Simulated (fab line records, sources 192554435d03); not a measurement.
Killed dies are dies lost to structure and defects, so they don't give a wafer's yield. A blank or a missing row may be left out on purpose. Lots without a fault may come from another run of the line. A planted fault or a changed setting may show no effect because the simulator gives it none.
Which tool did it? | flow n5_finfet | 11 lots, 33 wafers sampled, at 5 steps of a route of 1938

WHAT THE GAUGES READ, wafer by wafer
The record holds no reading of a measuring or inspecting step that can be judged against a usual standard deviation.

WHICH TOOL RAN EACH LOT (tool, then ch and the chambers of the sampled wafers, then the start)
lot  | N5_BEOL_M15_SPUTTER_44       | N5_BEOL_M15_SPUTTER_45       | N5_BEOL_M15_CMP_49            | N5_MIM_TOP_ALD_00                | N5_PASSIVATION_PROBE_49
L771 | pvd_sputter-01, day 11 16:30 | pvd_sputter-01, day 11 16:35 | cmp-03 ch 0,3, day 11 17:24   | ald_hk-01 ch 1,2,3, day 11 19:19 | -
L774 | pvd_sputter-02, day 12 12:43 | pvd_sputter-02, day 12 12:48 | cmp-03 ch 0,1,2, day 12 13:27 | ald_hk-02 ch 0,1,2, day 12 15:11 | prober-02, day 13 07:00
L772 | pvd_sputter-02, day 12 18:54 | pvd_sputter-02, day 12 18:59 | cmp-04 ch 1,2, day 12 19:53   | ald_hk-01 ch 0,1,3, day 12 23:19 | -
L776 | pvd_sputter-02, day 13 01:07 | pvd_sputter-02, day 13 01:11 | cmp-04 ch 0,1,2, day 13 02:03 | ald_hk-01 ch 0,2,3, day 13 03:57 | -
L775 | pvd_sputter-03, day 13 03:50 | pvd_sputter-03, day 13 03:55 | cmp-04 ch 0,3, day 13 04:34   | ald_hk-02 ch 1,2,3, day 13 06:35 | -
L779 | pvd_sputter-02, day 14 10:40 | pvd_sputter-02, day 14 10:45 | cmp-03 ch 0,1,2, day 14 11:25 | ald_hk-02 ch 0,1,3, day 14 13:43 | prober-02, day 15 04:22
L780 | pvd_sputter-01, day 14 13:56 | pvd_sputter-01, day 14 14:01 | cmp-04 ch 0,1, day 14 14:41   | ald_hk-03 ch 1,3, day 14 16:59   | -
L777 | pvd_sputter-02, day 14 19:59 | pvd_sputter-02, day 14 20:04 | cmp-04 ch 0,1, day 14 20:43   | ald_hk-01 ch 1,3, day 14 23:45   | -
L782 | pvd_sputter-03, day 14 20:01 | pvd_sputter-03, day 14 20:05 | cmp-02 ch 0,1, day 14 20:46   | ald_hk-03 ch 1,2,3, day 15 00:05 | -
L788 | pvd_sputter-03, day 16 15:10 | pvd_sputter-03, day 16 15:14 | cmp-04 ch 0,1,3, day 16 16:21 | ald_hk-01 ch 1,2,3, day 16 19:50 | prober-02, day 17 08:34
L793 | pvd_sputter-01, day 18 23:04 | pvd_sputter-01, day 18 23:08 | cmp-04 ch 2,3, day 19 00:42   | ald_hk-01 ch 2,3, day 19 03:20   | -
- N5_BEOL_M15_SPUTTER_44: material Ta, target thk 15 nm, time 24.19 s.
- N5_BEOL_M15_SPUTTER_45: material Cu, target thk 100 nm, time 16.67 s.
- N5_BEOL_M15_CMP_49: polishes, stops on SiO2, t overpolish 4.9 s, target thk 850 nm.
- N5_MIM_TOP_ALD_00: deposits Al2O3, purge time 3 s, co reactant pulse time 3 s.
- N5_PASSIVATION_PROBE_49

WHAT THE TOOLS THEMSELVES READ (means of the sampled wafers that have a number; where no wafer has one, the mark that the record gives instead)
N5_BEOL_M15_SPUTTER_44. Usual: substrate_temp_c 50.00 C, standard deviation 0.12; throttle_valve_pct 29.3 %, standard deviation 1.1.
lot  | tool           | substrate_temp_c (C) | throttle_valve_pct (%) | flag
L771 | pvd_sputter-01 | 50.06                | 29.1                   |
L774 | pvd_sputter-02 | 50.04                | 27.8                   |
L772 | pvd_sputter-02 | 50.07                | 29.1                   |
L776 | pvd_sputter-02 | 49.96                | 28.7                   |
L775 | pvd_sputter-03 | 50.00                | 29.9                   |
L779 | pvd_sputter-02 | 50.02                | 29.8                   |
L780 | pvd_sputter-01 | 49.89                | 28.8                   |
L777 | pvd_sputter-02 | 49.96                | 29.2                   |
L782 | pvd_sputter-03 | 50.06                | 29.5                   |
L788 | pvd_sputter-03 | 49.93                | 29.4                   |
L793 | pvd_sputter-01 | 49.99                | 30.1                   |

N5_BEOL_M15_SPUTTER_45. Usual: substrate_temp_c -20.00 C, standard deviation 0.11; throttle_valve_pct 29.3 %, standard deviation 1.1.
lot  | tool           | substrate_temp_c (C) | throttle_valve_pct (%) | flag
L771 | pvd_sputter-01 | -20.11               | 29.3                   |
L774 | pvd_sputter-02 | -20.01               | 27.8                   |
L772 | pvd_sputter-02 | -19.89               | 29.1                   |
L776 | pvd_sputter-02 | -20.00               | 28.5                   |
L775 | pvd_sputter-03 | -20.01               | 29.8                   |
L779 | pvd_sputter-02 | -19.95               | 29.6                   |
L780 | pvd_sputter-01 | -19.99               | 29.0                   |
L777 | pvd_sputter-02 | -19.97               | 29.2                   |
L782 | pvd_sputter-03 | -20.07               | 29.5                   |
L788 | pvd_sputter-03 | -20.03               | 29.3                   |
L793 | pvd_sputter-01 | -20.00               | 30.2                   |

N5_BEOL_M15_CMP_49. Usual: barrier_field_endpoint_s 11.54 s, standard deviation 0.25; motor_current_A 7.5 A, standard deviation 1; overpolish_run_s 4.900 s, standard deviation 0.0097; slurry_filter_dp_kPa 13.49 kPa, standard deviation 0.16.
lot  | tool   | barrier_field_endpoint_s (s) | motor_current_A (A) | overpolish_run_s (s) | slurry_filter_dp_kPa (kPa) | flag
L771 | cmp-03 | 11.81                        | 7.6                 | 4.904                | 13.55                      |
L774 | cmp-03 | 11.45                        | 7.9                 | 4.892                | 13.44                      |
L772 | cmp-04 | 11.20                        | 8.1                 | 4.906                | 13.45                      |
L776 | cmp-04 | 11.42                        | 8.2                 | 4.902                | 13.37                      |
L775 | cmp-04 | 11.64                        | 6.9                 | 4.898                | 13.60                      |
L779 | cmp-03 | 11.45                        | 7.9                 | 4.891                | 13.42                      |
L780 | cmp-04 | 11.72                        | 7.3                 | 4.890                | 13.51                      |
L777 | cmp-04 | 11.39                        | 7.4                 | 4.906                | 13.42                      |
L782 | cmp-02 | 11.32                        | 7.2                 | 4.898                | 13.52                      |
L788 | cmp-04 | 11.12                        | 7.0                 | 4.902                | 13.35                      |
L793 | cmp-04 | 11.98                        | 7.3                 | 4.901                | 13.42                      |

N5_MIM_TOP_ALD_00. Usual: precursor_pulse_height_rel 1.001, standard deviation 0.02.
lot  | tool      | precursor_pulse_height_rel | flag
L771 | ald_hk-01 | 0.997                      |
L774 | ald_hk-02 | 1.006                      |
L772 | ald_hk-01 | 1.014                      |
L776 | ald_hk-01 | 0.985                      |
L775 | ald_hk-02 | 1.015                      |
L779 | ald_hk-02 | 0.999                      |
L780 | ald_hk-03 | 1.007                      |
L777 | ald_hk-01 | 0.988                      |
L782 | ald_hk-03 | 1.001                      |
L788 | ald_hk-01 | 0.986                      |
L793 | ald_hk-01 | 0.978                      |

N5_PASSIVATION_PROBE_49. Usual: defect_limited_yield 91.3 %, standard deviation 1.4; killed_at_M0_to_M3 33, standard deviation 11; killed_at_M4_up 15, standard deviation 6.2; killed_at_contacts 13, standard deviation 6.5; killed_at_front_end 38, standard deviation 11; killed_at_other 3.4, standard deviation 2.6; killed_dies 102, standard deviation 17; killed_open 67, standard deviation 12; killed_short 34, standard deviation 7.9; sort_bin_5_function 5.1 %, standard deviation 0.88; sort_bin_6_memory 3.3 %, standard deviation 0.65; sort_n_pass 1078, standard deviation 17; sort_yield_pct 91.3 %, standard deviation 1.4.
lot  | tool      | defect_limited_yield (%) | killed_at_M0_to_M3 | killed_at_M4_up | killed_at_contacts | killed_at_front_end | killed_at_other | killed_dies | killed_open | killed_short | sort_bin_5_function (%) | sort_bin_6_memory (%) | sort_n_pass | sort_yield_pct (%) | flag
L774 | prober-02 | 89.4                     | 45                 | 19              | 18                 | 39                  | 3.3             | 125         | 83          | 41           | 6.3                     | 4.0                   | 1055        | 89.4               |
L779 | prober-02 | 89.9                     | 37                 | 17              | 13                 | 44                  | 7.7             | 119         | 77          | 40           | 5.9                     | 3.7                   | 1061        | 89.9               |
L788 | prober-02 | 87.8                     | 23                 | 57              | 15                 | 45                  | 3.7             | 143         | 74          | 32           | 7.0                     | 4.3                   | 1037        | 87.8               | OFF

THE ANSWER, worked out from the rows above alone
Rule: a lot is off if the mean of its wafers that have a number lies more than 3 standard deviations from the usual mean. A lot without any number at a reading at which 4 lots or more have one is off too. The other lots that the step has rows for count as sound. The gauges are gone through in route order, then the tools' own readings, and for those a lot's mean is taken as printed above. The first step at which some lot is off is used, and at that step the reading that is off furthest; a lot without a number counts as furthest.
Off: L788, at N5_PASSIVATION_PROBE_49 (killed_at_M4_up). Neither off nor sound, because the step has no rows for them: L771, L772, L776, L775, L780, L777, L782, L793.
A tool fits if, at that step or a process step before it, it ran every lot that is off, and no sound lot after the first of them. Can't be told from this: 4 tools fit, pvd_sputter-03 at N5_BEOL_M15_SPUTTER_44 and N5_BEOL_M15_SPUTTER_45, cmp-04 at N5_BEOL_M15_CMP_49, ald_hk-01 at N5_MIM_TOP_ALD_00, prober-02 at N5_PASSIVATION_PROBE_49.

WHAT THE SIMULATOR HAD PUT IN
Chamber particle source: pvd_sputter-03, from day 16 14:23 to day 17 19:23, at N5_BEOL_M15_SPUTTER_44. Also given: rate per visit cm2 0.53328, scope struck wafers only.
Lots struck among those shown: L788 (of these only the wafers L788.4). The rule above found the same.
